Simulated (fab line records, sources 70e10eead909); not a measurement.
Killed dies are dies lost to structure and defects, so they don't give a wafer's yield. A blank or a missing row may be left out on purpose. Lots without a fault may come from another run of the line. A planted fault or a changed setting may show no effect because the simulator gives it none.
fab line records | flow nand_harc | part 2 of 2: steps 27 to 32 of 32
record lots=5 wafers=15 last_day=31
route steps=1302 shown A_SGD_CUT@907 A_SLIT@922
lots that met no fault: from a run of the same line without faults
start_h: hours from the record's first day to the start of the lot's first wafer shown | wait_h: hours since the lot's step before | " the same as in the row above | L1.1+2: a row that stands for several wafers | - no value, or no start given | * or withheld: withheld | < > ~ a bound
route shown NAME@n: a module of which the file shows steps, and the number in the route of the first | usual: mean/standard deviation of fault-free wafers | same: alike in all rows | chamber/n: place in a boat | sites: the reading at each site | _std_site: their standard deviation | _edge_site: outer sites' mean less inner sites' | radius_mm: how far each site lies from the wafer's centre | mask NAME#n: copy n | behind: the tool/chamber that last shaped the wafer | hold: why the lot was held/for how many hours/how that ended | device: the transistor (n, p or np) that didn't switch | end of line: the same wafers' tests at the end of the route | a step without rows: its recipe alone | killed: dies lost to structure and defects at the first sort, not the wafer's yield | map: a wafer's dies, x killed, . not, _ none there
set.NAME: the setting as run; set.NAME@STEP: as run at that earlier step | model.NAME: the simulator's own value behind a step, which no gauge read
lots at some steps of the route; a table a step, a row a wafer
services: from which hour (start_h, from the record's first day; less than 0 if before it) a tool's chamber was out of use, for how many hours, and why
## steps
# step NHARC_A_SLIT_CD_MEAS_09
# recipe target_cd_nm=300 landing_energy_ev=500
# usual cd_nm=300.1/0.42
# columns lot.wafer tool chamber start_h wait_h cd_nm
L075.1 cd_sem-01 0 463.56 - 300.1
L075.4 " 0 " " 301.0
L075.6 " 0 " " 300.3
L076.1 cd_sem-01 0 463.72 - 300.2
L076.3 " 0 " " 299.8
L076.6 " 0 " " 299.0
L079.3 cd_sem-03 0 489.73 - 300.3
L079.5 " 0 " " 300.0
L079.6 " 0 " " 299.6
L082.2 cd_sem-03 0 520.75 - 300.3
L082.4 " 0 " " 300.4
L082.5 " 0 " " 300.3
L093.1 cd_sem-03 0 627.98 - 300.5
L093.3 " 0 " " 300.6
L093.4 " 0 " " 300.2
# step NHARC_A_SLIT_OVL_MEAS_10
# usual overlay_x_nm=0.3/0.77 overlay_y_nm=0.1/0.77
# columns lot.wafer tool chamber start_h wait_h overlay_x_nm overlay_y_nm
L075.1 overlay-02 - 463.65 - 1.8 -0.1
L075.4 " - " " 1.5 0.2
L075.6 " - " " 1.6 -0.2
L076.1 overlay-02 - 463.81 - -0.5 0.1
L076.3 " - " " 0.3 -0.5
L076.6 " - " " 0.2 0.1
L079.3 overlay-02 - 489.81 - 0.4 1.1
L079.5 " - " " 0.2 0.4
L079.6 " - " " 0.5 1.2
L082.2 overlay-02 - 520.84 - 1.0 0.2
L082.4 " - " " 0.3 -0.1
L082.5 " - " " 0.2 -0.5
L093.1 overlay-02 - 628.07 - 0.0 -0.3
L093.3 " - " " 0.2 -0.5
L093.4 " - " " 0.0 -0.2
# step NHARC_A_SLIT_INSPECT_11
# usual raw_defect_count=54/33
# columns lot.wafer tool chamber start_h wait_h raw_defect_count
L075.1 defect_inspect-01 - 463.69 0.0 10
L075.4 " - " " 23
L075.6 " - " " 24
L076.1 defect_inspect-01 - 463.84 0.0 120
L076.3 " - " " 112
L076.6 " - " " 118
L079.3 defect_inspect-01 - 489.85 0.0 115
L079.5 " - " " 107
L079.6 " - " " 140
L082.2 defect_inspect-01 - 520.87 0.0 82
L082.4 " - " " 82
L082.5 " - " " 79
L093.1 defect_inspect-01 - 628.12 0.1 62
L093.3 " - " " 85
L093.4 " - " " 54
# step NHARC_A_SLIT_DESCUM_14
# recipe time_s=3 o2_flow_sccm=200 ar_flow_sccm=0 bias_power_w=0 chemistry=O2
# usual chamber_pressure_mTorr=60.00/0.05 drypump_motor_current_A=5.8/0.47 oes_product_au=0.996/0.0081 rf_vpp_V=57.8/0.91 showerhead_plenum_p_Torr=1.91/0.09 throttle_valve_pct=11.311/0.009
# columns lot.wafer tool chamber start_h wait_h chamber_pressure_mTorr drypump_motor_current_A oes_product_au rf_hours_counter_h rf_vpp_V showerhead_plenum_p_Torr throttle_valve_pct
L075.1 rie_diel-13 2 463.77 0.1 60.01 5.2 1.005 6.9 58.5 1.78 11.310
L075.4 " 0 " " 59.95 5.9 1.007 - 58.7 1.97 11.318
L075.6 " 2 " " 59.96 5.2 1.007 - 58.1 1.79 11.314
L076.3 rie_diel-02 2 463.91 0.1 59.98 5.8 0.997 5.4 56.8 1.88 11.295
L076.1 " 1 " " 59.99 6.0 0.993 4.9 58.7 2.05 11.324
L076.6 " 2 " " 60.01 5.7 0.994 - 59.1 1.88 11.322
L079.3 rie_diel-02 3 489.93 0.1 59.95 5.4 0.988 5.9 57.5 1.80 11.328
L079.6 " 1 " " 60.05 6.0 0.990 - 58.6 2.04 11.311
L079.5 " 2 " " 59.97 5.7 0.982 - 58.3 1.88 11.325
L082.2 rie_diel-02 2 520.95 0.1 59.99 5.7 0.991 7.6 57.7 1.88 11.304
L082.4 " 3 " " 60.00 5.4 0.984 7.5 55.9 1.80 11.310
L082.5 " 1 " " 59.98 6.0 0.989 - 59.3 2.04 11.318
L093.1 rie_diel-03 1 628.19 0.1 59.98 4.7 1.003 8.0 57.7 2.00 11.318
L093.4 " 2 " " 59.94 6.6 0.998 8.1 58.8 2.02 11.316
L093.3 " 3 " " 59.97 5.5 1.006 7.5 58.4 1.78 11.311
# step NHARC_A_SLIT_ETCH_24
# recipe target_depth_a=1210 time_s=60.5 cf4_flow_sccm=100 chf3_flow_sccm=30 ar_flow_sccm=0 rf_w=500 bias_w=200 chemistry=CF4/CHF3
# usual chamber_pressure_mTorr=24.999/0.023 drypump_motor_current_A=5.8/0.49 oes_product_au=0.954/0.018 rf_vpp_V=370.6/2.5 showerhead_plenum_p_Torr=1.57/0.07 throttle_valve_pct=16.801/0.0086
# columns lot.wafer tool chamber start_h wait_h chamber_pressure_mTorr drypump_motor_current_A oes_product_au rf_hours_counter_h rf_vpp_V showerhead_plenum_p_Torr throttle_valve_pct
L075.1 rie_diel-13 2 463.86 0.1 24.997 5.2 0.954 6.9 368.3 1.47 16.799
L075.6 " 0 " " 25.005 5.9 0.968 - 372.9 1.62 16.809
L075.4 " 2 " " 24.993 5.2 0.962 - 366.9 1.47 16.791
L076.1 rie_diel-02 0 463.99 0.1 25.022 6.3 0.981 0.8 372.2 1.62 16.810
L076.3 " 3 " " 25.009 5.4 0.956 5.2 368.0 1.48 16.795
L076.6 " 0 " " 25.006 6.3 0.989 - 372.6 1.62 16.794
L079.3 rie_diel-02 2 490.01 0.1 24.995 5.7 0.941 6.6 369.7 1.55 16.803
L079.6 " 3 " " 24.996 5.4 0.950 - 366.9 1.48 16.808
L079.5 " 0 " " 24.981 6.3 0.966 - 372.9 1.62 16.810
L082.2 rie_diel-02 2 521.02 0.1 25.000 5.7 0.971 7.6 370.6 1.55 16.809
L082.4 " 0 " " 24.995 6.3 0.968 3.8 372.5 1.62 16.785
L082.5 " 3 " " 25.030 5.4 0.974 - 368.3 1.48 16.772
L093.1 rie_diel-03 0 628.26 0.1 24.995 5.8 0.948 8.4 371.1 1.59 16.794
L093.4 " 2 " " 25.024 6.6 0.968 8.1 373.6 1.65 16.789
L093.3 " 3 " " 25.009 5.5 0.975 7.5 365.8 1.47 16.807
# step NHARC_A_SLIT_ETCH_15
# recipe target_depth_a=62000 over_etch_frac=0.3 time_s=1612 ion_energy_ev=150 o2_flow_sccm=400 cos_flow_sccm=20 ar_flow_sccm=0 rf_w=500 bias_w=300 chemistry=O2/COS
# usual chamber_pressure_mTorr=19.999/0.02 drypump_motor_current_A=5.8/0.47 oes_product_au=0.997/0.0076 rf_vpp_V=314.1/2.2 showerhead_plenum_p_Torr=3.12/0.14 throttle_valve_pct=28.330/0.009
# same over_etch_frac=0.3
# columns lot.wafer tool chamber start_h wait_h chamber_pressure_mTorr drypump_motor_current_A oes_product_au rf_hours_counter_h rf_vpp_V showerhead_plenum_p_Torr throttle_valve_pct
L075.1 rie_diel-13 1 - - 19.977 6.1 0.996 6.8 313.3 3.14 28.328
L075.4 " 2 " " 20.021 5.2 0.995 - 311.9 2.92 28.331
L075.6 " 0 " " 19.996 5.9 1.003 - 315.8 3.21 28.329
L076.1 rie_diel-02 3 - - 20.016 5.4 1.003 5.5 312.3 2.94 28.339
L076.3 " 0 " " 20.019 6.3 1.011 1.1 314.6 3.21 28.319
L076.6 " 1 " " 20.010 6.0 1.000 - 318.2 3.32 28.314
L079.3 rie_diel-02 0 - - 19.992 6.3 1.011 1.8 314.8 3.21 28.322
L079.5 " 0 " " 19.999 6.3 1.016 - 316.4 3.21 28.330
L079.6 " 1 " " 19.995 6.0 0.999 - 316.3 3.32 28.332
L082.2 rie_diel-02 2 - - 20.006 5.8 0.992 7.9 313.9 3.07 28.342
L082.4 " 3 " " 20.033 5.4 0.996 7.8 311.5 2.94 28.335
L082.5 " 1 " " 19.968 6.0 0.993 - 315.3 3.32 28.339
L093.1 rie_diel-03 0 - - 20.021 5.8 1.013 8.6 314.6 3.16 28.318
L093.3 " 1 " " 19.990 4.7 1.002 8.3 316.6 3.25 28.329
L093.4 " 2 " " 20.004 6.6 1.002 8.3 317.2 3.28 28.320
## services
# columns tool chamber start_h hours kind
wet_bench-05 - 436.85 8.0 pm
rie_diel-10 2 457.22 21.3 repair
rie_diel-10 0 490.68 5.7 repair
rie_diel-02 3 491.57 3.0 repair
pecvd-01 - 492.36 13.0 pm
wet_bench-03 - 500.97 1.6 repair
litho_track-01 - 505.00 7.0 pm
rie_diel-02 2 513.73 5.6 repair
litho_track-06 - 529.00 7.0 pm
rie_diel-04 - 531.90 9.0 pm
rie_diel-04 - 544.95 0.2 repair
rie_diel-10 - 549.77 1.2 repair
litho_track-04 - 553.00 7.0 pm
wet_bench-03 - 562.40 8.0 pm
rie_diel-04 1 563.40 1.3 repair
rie_diel-05 3 570.15 7.1 repair
rie_diel-02 - 570.70 9.0 pm
rie_diel-10 0 582.78 3.4 repair
rie_diel-05 - 583.72 9.0 pm
rie_diel-04 3 589.44 3.6 repair
rie_diel-05 1 594.87 15.2 repair
rie_diel-10 - 596.60 9.0 pm
wet_bench-05 - 612.85 8.0 pm
rie_diel-05 1 618.83 5.0 repair
